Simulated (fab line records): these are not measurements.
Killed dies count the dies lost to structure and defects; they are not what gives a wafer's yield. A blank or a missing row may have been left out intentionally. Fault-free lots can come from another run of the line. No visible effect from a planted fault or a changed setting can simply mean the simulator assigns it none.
Lot-split experiment / flow n5-finfet / on a route of 1938 steps: 7 lots, 39 wafers read

== SPLIT DETAILS ==
At N5_HKMG_FIN_ETCH_31 (etches SiARC in CF4, target depth 45.5 nm, time 75.8 s), the setting bias-w was moved away from the recipe's 36 W on 18 of the 39 wafers read, by -15.8% to +11.0%. This setting was run at the recipe's value on the other wafers.

The reading is taken at the split's own step.

== THE READING ==
rf-vpp-V, in V, at N5_HKMG_FIN_ETCH_31 (etches SiARC in CF4, target depth 45.5 nm, time 75.8 s). Typical for fault-free wafers on this fab line: 184.1 V, with standard deviation 1.1 V.

wafer=L074.1; tool, chamber at the split=rie-diel-04, 3; bias-w as run, W=38.81; against the recipe=+7.8%; rf-vpp-V, V=191.3; against lot-mates on the recipe=+7.4
wafer=L074.2; tool, chamber at the split=rie-diel-04, 0; bias-w as run, W=38.81; against the recipe=+7.8%; rf-vpp-V, V=192.3; against lot-mates on the recipe=+8.4
wafer=L074.3; tool, chamber at the split=rie-diel-04, 1; bias-w as run, W=36; against the recipe=recipe; rf-vpp-V, V=184.9; against lot-mates on the recipe=-
wafer=L074.4; tool, chamber at the split=rie-diel-04, 2; bias-w as run, W=36; against the recipe=recipe; rf-vpp-V, V=184.0; against lot-mates on the recipe=-
wafer=L074.5; tool, chamber at the split=rie-diel-04, 3; bias-w as run, W=36; against the recipe=recipe; rf-vpp-V, V=182.8; against lot-mates on the recipe=-
wafer=L074.6; tool, chamber at the split=rie-diel-04, 0; bias-w as run, W=38.81; against the recipe=+7.8%; rf-vpp-V, V=193.4; against lot-mates on the recipe=+9.5
wafer=L076.1; tool, chamber at the split=rie-diel-04, 2; bias-w as run, W=30.33; against the recipe=-15.8%; rf-vpp-V, V=165.0; against lot-mates on the recipe=-18.3
wafer=L076.2; tool, chamber at the split=rie-diel-04, 3; bias-w as run, W=36; against the recipe=recipe; rf-vpp-V, V=182.6; against lot-mates on the recipe=-
wafer=L076.3; tool, chamber at the split=rie-diel-04, 1; bias-w as run, W=30.33; against the recipe=-15.8%; rf-vpp-V, V=165.0; against lot-mates on the recipe=-18.3
wafer=L076.4; tool, chamber at the split=rie-diel-04, 0; bias-w as run, W=36; against the recipe=recipe; rf-vpp-V, V=183.3; against lot-mates on the recipe=-
wafer=L076.5; tool, chamber at the split=rie-diel-04, 2; bias-w as run, W=30.33; against the recipe=-15.8%; rf-vpp-V, V=165.4; against lot-mates on the recipe=-17.9
wafer=L076.6; tool, chamber at the split=rie-diel-04, 1; bias-w as run, W=36; against the recipe=recipe; rf-vpp-V, V=183.9; against lot-mates on the recipe=-
wafer=L083.1; tool, chamber at the split=rie-diel-06, 2; bias-w as run, W=39.96; against the recipe=+11.0%; rf-vpp-V, V=196.2; against lot-mates on the recipe=+11.4
wafer=L083.2; tool, chamber at the split=rie-diel-06, 1; bias-w as run, W=36; against the recipe=recipe; rf-vpp-V, V=185.4; against lot-mates on the recipe=-
wafer=L083.3; tool, chamber at the split=rie-diel-06, 0; bias-w as run, W=36; against the recipe=recipe; rf-vpp-V, V=184.4; against lot-mates on the recipe=-
wafer=L083.4; tool, chamber at the split=rie-diel-06, 3; bias-w as run, W=39.96; against the recipe=+11.0%; rf-vpp-V, V=197.3; against lot-mates on the recipe=+12.5
wafer=L083.5; tool, chamber at the split=rie-diel-06, 3; bias-w as run, W=36; against the recipe=recipe; rf-vpp-V, V=184.7; against lot-mates on the recipe=-
wafer=L083.6; tool, chamber at the split=rie-diel-06, 0; bias-w as run, W=39.96; against the recipe=+11.0%; rf-vpp-V, V=198.3; against lot-mates on the recipe=+13.5
wafer=L086.2; tool, chamber at the split=rie-diel-06, 0; bias-w as run, W=36; against the recipe=recipe; rf-vpp-V, V=184.6; against lot-mates on the recipe=-
wafer=L086.5; tool, chamber at the split=rie-diel-06, 2; bias-w as run, W=36; against the recipe=recipe; rf-vpp-V, V=185.5; against lot-mates on the recipe=-
wafer=L086.6; tool, chamber at the split=rie-diel-06, 3; bias-w as run, W=36; against the recipe=recipe; rf-vpp-V, V=185.4; against lot-mates on the recipe=-
wafer=L088.1; tool, chamber at the split=rie-diel-01, 0; bias-w as run, W=31.55; against the recipe=-12.4%; rf-vpp-V, V=171.4; against lot-mates on the recipe=-12.4
wafer=L088.2; tool, chamber at the split=rie-diel-01, 1; bias-w as run, W=36; against the recipe=recipe; rf-vpp-V, V=183.5; against lot-mates on the recipe=-
wafer=L088.3; tool, chamber at the split=rie-diel-01, 3; bias-w as run, W=31.55; against the recipe=-12.4%; rf-vpp-V, V=168.5; against lot-mates on the recipe=-15.3
wafer=L088.4; tool, chamber at the split=rie-diel-01, 0; bias-w as run, W=36; against the recipe=recipe; rf-vpp-V, V=185.2; against lot-mates on the recipe=-
wafer=L088.5; tool, chamber at the split=rie-diel-01, 3; bias-w as run, W=31.55; against the recipe=-12.4%; rf-vpp-V, V=169.5; against lot-mates on the recipe=-14.3
wafer=L088.6; tool, chamber at the split=rie-diel-01, 1; bias-w as run, W=36; against the recipe=recipe; rf-vpp-V, V=182.8; against lot-mates on the recipe=-
wafer=L091.1; tool, chamber at the split=rie-diel-01, 2; bias-w as run, W=36; against the recipe=recipe; rf-vpp-V, V=183.1; against lot-mates on the recipe=-
wafer=L091.2; tool, chamber at the split=rie-diel-01, 3; bias-w as run, W=39.51; against the recipe=+9.7%; rf-vpp-V, V=195.8; against lot-mates on the recipe=+12.2
wafer=L091.3; tool, chamber at the split=rie-diel-01, 0; bias-w as run, W=36; against the recipe=recipe; rf-vpp-V, V=184.1; against lot-mates on the recipe=-
wafer=L091.4; tool, chamber at the split=rie-diel-01, 2; bias-w as run, W=39.51; against the recipe=+9.7%; rf-vpp-V, V=195.3; against lot-mates on the recipe=+11.7
wafer=L091.5; tool, chamber at the split=rie-diel-01, 0; bias-w as run, W=39.51; against the recipe=+9.7%; rf-vpp-V, V=196.6; against lot-mates on the recipe=+13.0
wafer=L091.6; tool, chamber at the split=rie-diel-01, 3; bias-w as run, W=36; against the recipe=recipe; rf-vpp-V, V=183.6; against lot-mates on the recipe=-
wafer=L092.1; tool, chamber at the split=rie-diel-04, 0; bias-w as run, W=36; against the recipe=recipe; rf-vpp-V, V=184.2; against lot-mates on the recipe=-
wafer=L092.2; tool, chamber at the split=rie-diel-04, 1; bias-w as run, W=30.7; against the recipe=-14.7%; rf-vpp-V, V=166.1; against lot-mates on the recipe=-18.1
wafer=L092.3; tool, chamber at the split=rie-diel-04, 2; bias-w as run, W=36; against the recipe=recipe; rf-vpp-V, V=185.2; against lot-mates on the recipe=-
wafer=L092.4; tool, chamber at the split=rie-diel-04, 3; bias-w as run, W=36; against the recipe=recipe; rf-vpp-V, V=183.3; against lot-mates on the recipe=-
wafer=L092.5; tool, chamber at the split=rie-diel-04, 0; bias-w as run, W=30.7; against the recipe=-14.7%; rf-vpp-V, V=165.6; against lot-mates on the recipe=-18.6
wafer=L092.6; tool, chamber at the split=rie-diel-04, 3; bias-w as run, W=30.7; against the recipe=-14.7%; rf-vpp-V, V=165.1; against lot-mates on the recipe=-19.1

FIT RESULTS
A straight line over all 39 wafers: rf-vpp-V changes by +1.2 V for each +1% of bias-w; r = +1.00; the points scatter about the line by 0.96 V.
The same after taking each lot's own level away (the mean of its wafers on the recipe; 39 wafers): +1.18 V for each +1%; r = +1.00; scatter 0.91 V.
On that fit, the largest move of bias-w shifts the reading by 19 V.
Across the lots, their own levels run from 183.27 to 185.17 V, a range of 1.7 times the standard deviation given above.
Consequently the slope shifts little with the lot-to-lot level, the two slopes agreeing.
Check: for one of the wafers moved furthest among these (-15.8%), held out of the fit, the line's prediction against its lot-mates is -18.7 V. Against them it came out at -18.3 V.
Tool readings at the split's step, against how far the setting was moved: rf-vpp-V r = +1.00.

== THESE WAFERS: OTHER SPLITS ==
These wafers also went through other splits before the reading. Each is held against what the fit with the lots' levels taken away leaves over:
other split on the same wafers=N5_DUMMY_GATE_ETCH_37 source-w; wafers away from the commonest value=18; r with rf-vpp-V (lot level and that fit taken away)=-0.04
other split on the same wafers=N5_DUMMY_GATE_ETCH_31 target-depth-a; wafers away from the commonest value=12; r with rf-vpp-V (lot level and that fit taken away)=-0.13

== THE FILE'S OWN FIT ==
rf-vpp-V changes by +1.18 V for each +1% of bias-w, r = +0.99.
